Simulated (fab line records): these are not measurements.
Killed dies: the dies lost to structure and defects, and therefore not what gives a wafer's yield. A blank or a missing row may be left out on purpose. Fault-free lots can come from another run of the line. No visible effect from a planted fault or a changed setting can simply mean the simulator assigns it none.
Comparing a struck lot with a sound one    flow n5-finfet    15 steps out of a route of 1938
Sound: wafers L434.1, L434.3, L434.5. Struck: wafers L439.2, L439.5, L439.6. Last of all comes the cause.
Per side, at each step with rows, come the tool, then ch with its chambers, and then its first start. Under that, the readings that differ: sound wafers    struck wafers    difference of the means    sigmas: that difference in standard deviations of wafers without a fault.
alike: same words and numbers on both sides, and readings whose means sit less than 2 such deviations apart. not compared: any withheld reading, any reading some wafer has no value for, any bound like >300 that may hide the same value, and any number with overlapping values for which the record gives no deviation.
Wherever a step has rows on one side only, a row that says differs or no value, or a row with sigmas, the two part there. When numbers do not overlap yet have no deviation, they are printed without sigmas and do not part them. A reading that every wafer of one side lacks parts them only if that side has two wafers or more.

first, 7 steps without rows for these wafers: N5_ZERO_LAYER_COAT_05 (resist thk 1000 nm); N5_ZERO_LAYER_EBR_07; N5_ZERO_LAYER_SOFTBAKE_06 (time 90 s); N5_ZERO_LAYER_EXPOSE_08 (exposes mask ZERO, defocus 0 nm, target cd 2000 nm); N5_ZERO_LAYER_PEB_09; N5_ZERO_LAYER_DEVELOP_10 (develop time 60 s); N5_ZERO_LAYER_HARDBAKE_23 (time 120 s).
N5_ZERO_LAYER_CD_MEAS_11: the cd target is 2000 nm.
  sound on cd-sem-02 ch 0, day 2 12:47; struck on cd-sem-03 ch 0, day 3 18:46
  alike: cd-nm
N5_ZERO_LAYER_DESCUM_16: chemistry O2, time 7.9 s.
  sound on rie-diel-05 ch 1,2, day 2 12:50; struck on rie-diel-01 ch 0,1, day 3 18:49
  alike: drypump-motor-current-A, oes-product-au, rf-vpp-V, showerhead-plenum-p-Torr, throttle-valve-pct
  not compared: rf-hours-counter-h
N5_ZERO_LAYER_ETCH_17: etches SiO2 in CF4, target depth 12 nm, time 13.3 s.
  sound on rie-diel-05 ch 1,2, day 2 12:52; struck on rie-diel-01 ch 0,1, day 3 18:50
  alike: drypump-motor-current-A, oes-product-au, rf-vpp-V, showerhead-plenum-p-Torr, throttle-valve-pct
  not compared: rf-hours-counter-h
N5_ZERO_LAYER_ETCH_18: etches Si in HBr/Cl2, target depth 120 nm, time 40 s.
  sound on rie-si-06 ch 0,1, day 2 12:56; struck on rie-si-06 ch 0,3, day 3 18:55
  alike: drypump-motor-current-A, oes-product-au, throttle-valve-pct
  not compared: rf-hours-counter-h
N5_ZERO_LAYER_STRIP_24: strips in O2.
  sound on plasma-asher-01 ch 0, day 2 13:02; struck on plasma-asher-01 ch 0,1, day 3 19:01
reading                       sound              struck             difference  sigmas
strip-time-to-endpoint-s (s)  43.99 44.07 44.04  43.69 43.76 43.73  -0.31       -4
  alike: chamber-pressure-mTorr, drypump-motor-current-A, heater-power-w, oes-product-au
  not compared: rf-hours-counter-h
N5_ZERO_LAYER_STRIP_19: strips in SPM, time 900 s.
  sound on wet-bench-02 ch 2,5,6, day 2 13:08; struck on wet-bench-06 ch 3,4,7, day 3 19:07
  no value came back on the struck wafers for bath-guard-temp-C (C), bath-heat-duty-pct (%); on the sound wafers bath-guard-temp-C (C) reads 129.5 130.0 130.2
N5_ZERO_LAYER_INSPECT_20: inspects for defects (darkfield).
  sound on defect-inspect-02, day 2 13:26; struck on defect-inspect-01, day 3 19:23
  alike: raw-defect-count
N5_PASSIVATION_PROBE_49:
  rows exist in the record for the sound wafers here (prober-02, day 18 15:23), none for the struck ones

## WHERE THEY PART
Last at N5_PASSIVATION_PROBE_49 as far as this record goes, first at N5_ZERO_LAYER_STRIP_24.

WHY: the cause the simulator had injected
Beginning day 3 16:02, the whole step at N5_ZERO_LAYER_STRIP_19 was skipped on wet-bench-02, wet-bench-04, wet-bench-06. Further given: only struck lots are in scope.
